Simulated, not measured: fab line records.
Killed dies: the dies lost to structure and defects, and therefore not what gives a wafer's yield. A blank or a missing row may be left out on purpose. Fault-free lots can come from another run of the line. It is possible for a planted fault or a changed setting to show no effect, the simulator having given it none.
The same fault as seen by 3 desks || flow n5_finfet || each desk holds nothing but its own numbers, with what lay behind them at the end

## AT THE TOOL OWNER'S DESK: litho_track-05
The tool's own readings at N5_FIN_CUT_COAT_19 (time 60 s, resist thk 20 nm): means of the sampled wafers that have a number, for each lot that ran on this tool. A lot is out of limits, marked OUT, if its mean lies more than 4 standard deviations from the usual mean; the brackets give that distance.
Columns: A = chill_plate_temp_C at N5_FIN_CUT_COAT_19, usual 22.99 C; B = dispense_pressure_kPa at N5_FIN_CUT_COAT_19, usual 48.7 kPa; C = heater_power_total_W at N5_FIN_CUT_COAT_19, usual 427.6 W; D = run_length_s at N5_FIN_CUT_COAT_19, usual 66.38 s
{"lot": "L831", "first seen here": "day 4 09:12", "A": 23.02, "B": 49.6, "C": 434.4, "D": "64.87 (-12) OUT"}
{"lot": "L841", "first seen here": "day 6 20:20", "A": 22.93, "B": 49.5, "C": 427.5, "D": 66.33}
Finding of this desk: L831 out of limits; the first was L831 at day 4 09:12, on run_length_s at N5_FIN_CUT_COAT_19. Within limits: L841.

## AT THE METROLOGY DESK
Means of the sampled wafers that have a number, per lot and without regard to the tool the lot ran on: this is what the gauges read. A lot is out of limits, marked OUT, if its mean lies more than 4 standard deviations from the usual mean; the brackets give that distance. Readings shown: 7 of its 12, picked as those furthest out on some lot.
Columns: A = cd_nm at N5_FIN_SAQP_CD_MEAS_37, usual 8.08 nm; B = IOFF_N at N5_BEOL_M4_RC_MEAS_101, usual 0.17 nA/um; C = IOFF_P at N5_BEOL_M4_RC_MEAS_101, usual 0.23 nA/um; D = ION_N at N5_BEOL_M4_RC_MEAS_101, usual 673 uA/um; E = ION_P at N5_BEOL_M4_RC_MEAS_101, usual 462 uA/um; F = VT_N at N5_BEOL_M4_RC_MEAS_101, usual 250 mV; G = VT_P at N5_BEOL_M4_RC_MEAS_101, usual -249.7 mV
{"lot": "L831", "first seen here": "day 4 09:03", "A": 8.18, "B": 0.19, "C": 0.26, "D": 676, "E": 461, "F": 249, "G": -247.4}
{"lot": "L838", "first seen here": "day 6 04:28", "A": 8.28, "B": 0.17, "C": 0.22, "D": 672, "E": 459, "F": 251, "G": -250.5}
{"lot": "L840", "first seen here": "day 6 15:25", "A": 7.73, "B": 0.13, "C": 0.16, "D": 653, "E": 449, "F": 256, "G": -254.8}
{"lot": "L841", "first seen here": "day 6 20:11", "A": 8.10, "B": 0.20, "C": 0.24, "D": 680, "E": 462, "F": 247, "G": -248.0}
{"lot": "L843", "first seen here": "day 7 10:23", "A": 8.05, "B": 0.18, "C": 0.24, "D": 676, "E": 467, "F": 247, "G": -246.6}
This desk's finding: nothing out of limits on any of the 5 lots.

## THE DEFECT DESK
Inspection counts along the route, by lot: the mean over sampled wafers that carry a number. A lot is out of limits, marked OUT, if its mean lies more than 4 standard deviations from the usual mean; the brackets give that distance.
Columns: A = raw_defect_count at N5_FIN_SAQP_INSPECT_40, usual 229
{"lot": "L831", "first seen here": "day 4 09:10", "A": 238}
{"lot": "L838", "first seen here": "day 6 04:37", "A": 242}
{"lot": "L840", "first seen here": "day 6 15:33", "A": 175}
{"lot": "L841", "first seen here": "day 6 20:19", "A": 208}
{"lot": "L843", "first seen here": "day 7 10:31", "A": 203}
This desk's finding: nothing out of limits on any of the 5 lots.

## TAKEN TOGETHER
On L831, at day 4 09:12, an alarm was possible from the tool owner's desk.
From the metrology desk's view, nothing was out of limits.
The defect desk saw nothing out of limits.
The metrology desk holds a record of L831, inside its limits.
The defect desk has L831 on record, within its limits.
The lots listed all ran N5_FIN_CUT_COAT_19 on litho_track-05.

## WHAT THE SIMULATOR PUT IN
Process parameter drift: litho_track-05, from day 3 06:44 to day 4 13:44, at N5_FIN_CUT_COAT_19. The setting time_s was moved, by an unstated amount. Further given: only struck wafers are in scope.
Shown lots that were struck: L831.
Hours from the fault's start to each desk's first reading out of limits: the tool owner's desk, 26.
